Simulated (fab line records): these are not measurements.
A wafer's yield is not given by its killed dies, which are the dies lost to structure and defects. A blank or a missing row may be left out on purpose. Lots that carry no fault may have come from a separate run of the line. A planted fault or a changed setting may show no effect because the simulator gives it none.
Chamber matching | flow nand-harc | 4 sister chambers for NHARC_A_STAIRCASE_TRIM_187 on rie-diel-01
The step chemistry O2, time 211.2 s. 8 wafers are shown with their chamber, then 8 later ones without.

== WAFERS PAIRED WITH THEIR CHAMBERS ==
wafer  | chamber | showerhead-plenum-p-Torr (Torr) | drypump-motor-current-A (A)
L075.4 | 2       | 3.55                            | 5.1
L079.3 | 3       | 3.67                            | 5.1
L082.1 | 1       | 3.80                            | 5.1
L082.5 | 0       | 3.41                            | 5.7
L084.1 | 1       | 3.79                            | 5.1
L084.3 | 3       | 3.66                            | 5.2
L084.4 | 0       | 3.41                            | 5.7
L088.1 | 2       | 3.53                            | 5.1

== WAFERS WHOSE CHAMBER IS MISSING ==
wafer  | showerhead-plenum-p-Torr (Torr) | drypump-motor-current-A (A)
L088.3 | 3.79                            | 5.1
L088.5 | 3.53                            | 5.1
L086.1 | 3.53                            | 5.1
L086.4 | 3.53                            | 5.1
L086.5 | 3.65                            | 5.1
L093.1 | 3.78                            | 5.1
L093.2 | 3.39                            | 5.7
L093.3 | 3.52                            | 5.1

== CHAMBER TAKEN BY EACH ==
wafer  | from the rows above | in truth
L088.3 | 1                   | 1
L088.5 | 2                   | 2
L086.1 | 2                   | 2
L086.4 | 2                   | 2
L086.5 | 3                   | 3
L093.1 | 1                   | 1
L093.2 | 0                   | 0
L093.3 | 2                   | 2
Placed correctly: 8 of 8. Number that these rows cannot place: 0. Wrongly placed: 0.
How it was worked out, from the rows above alone: a wafer's distance from a chamber is the root of the sum, over the readings, of the square of ((its reading less the chamber's mean) divided by the reading's scatter). The wafer belongs to the nearest chamber; if the next one is less than 2 further off, it can't be placed. A chamber's mean is the mean of its shown wafers. The scatter is the square root of a quotient: the sum, over the shown wafers, of each reading's squared deviation from its chamber's mean, divided by wafers minus chambers.
